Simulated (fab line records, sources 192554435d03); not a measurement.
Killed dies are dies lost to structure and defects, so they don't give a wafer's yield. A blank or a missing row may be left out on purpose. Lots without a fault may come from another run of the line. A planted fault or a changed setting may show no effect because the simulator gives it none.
Chamber matching | flow n5_finfet | N5_BEOL_M5_STRIP_64 on rie_diel-04: 4 sister chambers
The step strips in CF4. 4 wafers are shown with their chamber, then 10 later ones without.

WAFERS WITH THEIR CHAMBER
wafer  | chamber | showerhead_plenum_p_Torr (Torr)
L083.6 | 3       | 1.72
L086.6 | 2       | 1.90
L092.1 | 1       | 1.75
L092.4 | 0       | 1.88

WAFERS WITHOUT THEIR CHAMBER
wafer  | showerhead_plenum_p_Torr (Torr)
L092.6 | 1.75
L091.1 | 1.90
L091.2 | 1.71
L091.3 | 1.88
L095.3 | 1.90
L095.5 | 1.90
L095.6 | 1.71
L097.2 | 1.71
L097.3 | 1.90
L097.5 | 1.71

WHICH CHAMBER EACH WENT THROUGH
wafer  | from the rows above | in truth
L092.6 | 1                   | 1
L091.1 | 2                   | 2
L091.2 | 3                   | 3
L091.3 | 0                   | 0
L095.3 | 2                   | 2
L095.5 | 2                   | 2
L095.6 | 3                   | 3
L097.2 | 3                   | 3
L097.3 | 2                   | 2
L097.5 | 3                   | 3
Placed correctly: 10 of 10. Can't be placed from these rows: 0. Placed wrongly: 0.
How it was worked out, from the rows above alone: a wafer's distance from a chamber is the root of the sum, over the readings, of the square of ((its reading less the chamber's mean) divided by the reading's scatter). The wafer belongs to the nearest chamber; if the next one is less than 2 further off, it can't be placed. A chamber's mean is the mean of its shown wafers. The scatter: with one shown wafer a chamber, the root of the mean of the squares of how far each hidden wafer lies from its nearest shown one.
